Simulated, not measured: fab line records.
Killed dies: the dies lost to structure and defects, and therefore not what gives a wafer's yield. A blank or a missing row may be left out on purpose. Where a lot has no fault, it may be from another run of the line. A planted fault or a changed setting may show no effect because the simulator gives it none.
Matching of chambers    flow n5Finfet    cmp-02 running N5_BEOL_M9_CMP_52: 4 sister chambers
The step polishes, stops on SiCOH lowk, t overpolish 7 s, target thk 140 nm. 22 wafers are shown with their chamber, then 11 later ones without.

## WAFERS PAIRED WITH THEIR CHAMBERS
wafer   chamber  motorCurrentA (A)  timeToEndpointS (s)  barrierFieldEndpointS (s)
L075.1  3        5.7                61                   27.9
L075.3  2        5.5                68                   29.1
L075.5  2        5.7                67                   28.9
L074.1  3        5.8                58                   27.3
L074.4  2        5.9                64                   28.9
L074.5  3        5.7                60                   28.1
L074.2  1        6.0                60                   27.8
L074.3  0        6.3                64                   28.2
L074.6  0        6.4                65                   28.3
L081.1  1        6.0                60                   28.6
L081.3  0        6.3                68                   29.8
L081.6  3        5.6                62                   28.9
L082.2  3        5.6                64                   27.9
L082.3  1        5.8                65                   28.1
L082.5  1        6.0                67                   28.8
L085.2  3        5.6                65                   27.9
L085.3  1        6.0                64                   28.0
L085.5  0        6.2                69                   29.5
L086.1  2        5.6                67                   29.1
L086.4  3        5.8                61                   28.3
L086.6  0        6.4                66                   28.8
L087.1  2        5.9                67                   28.7

SIGNATURES, as means of the wafers listed above
reading                chamber 0  chamber 1  chamber 2  chamber 3  scatter within a chamber
motorCurrentA          6.320      5.960      5.720      5.686      0.115
timeToEndpointS        66.40      63.20      66.60      61.57      2.34
barrierFieldEndpointS  28.920     28.260     28.940     28.043     0.487
Rule: for each reading, subtract the chamber's mean from the wafer's reading, divide by that reading's scatter and square the result; add these up over the readings and take the root, which gives the wafer's distance from the chamber. If the next closest chamber is less than 2 further off than the closest, the wafer can't be placed; otherwise it belongs to the closest. The scatter is the square root of a quotient: the sum, over the shown wafers, of each reading's squared deviation from its chamber's mean, divided by wafers minus chambers.

## WAFERS MISSING THEIR CHAMBER
wafer   motorCurrentA (A)  timeToEndpointS (s)  barrierFieldEndpointS (s)
L087.4  5.8                66                   29.1
L087.5  6.0                65                   28.8
L089.4  5.5                61                   28.7
L089.5  6.4                66                   29.3
L089.6  5.3                62                   28.6
L092.1  6.5                72                   29.8
L092.2  6.0                66                   29.3
L092.6  5.5                65                   28.8
L095.1  6.0                65                   28.8
L095.2  5.8                64                   29.0
L095.4  5.7                64                   28.8

## EACH ONE'S CHAMBER
wafer   from the rows above                in truth
L087.4  can't be placed: 2 or 1            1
L087.5  can't be placed: 1 or 2 or 0       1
L089.4  can't be placed: 3 or 2            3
L089.5  0                                  0
L089.6  can't be placed: 3 or 2            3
L092.1  0                                  0
L092.2  can't be placed: 1 or 2 or 0 or 3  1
L092.6  can't be placed: 2 or 3            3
L095.1  can't be placed: 1 or 2 or 0       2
L095.2  can't be placed: 2 or 1 or 3       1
L095.4  can't be placed: 2 or 3 or 1       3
Correctly placed: 2 of 11. Not placeable from these rows: 9 (in 9, the candidates include the true chamber). Wrongly placed: 0.
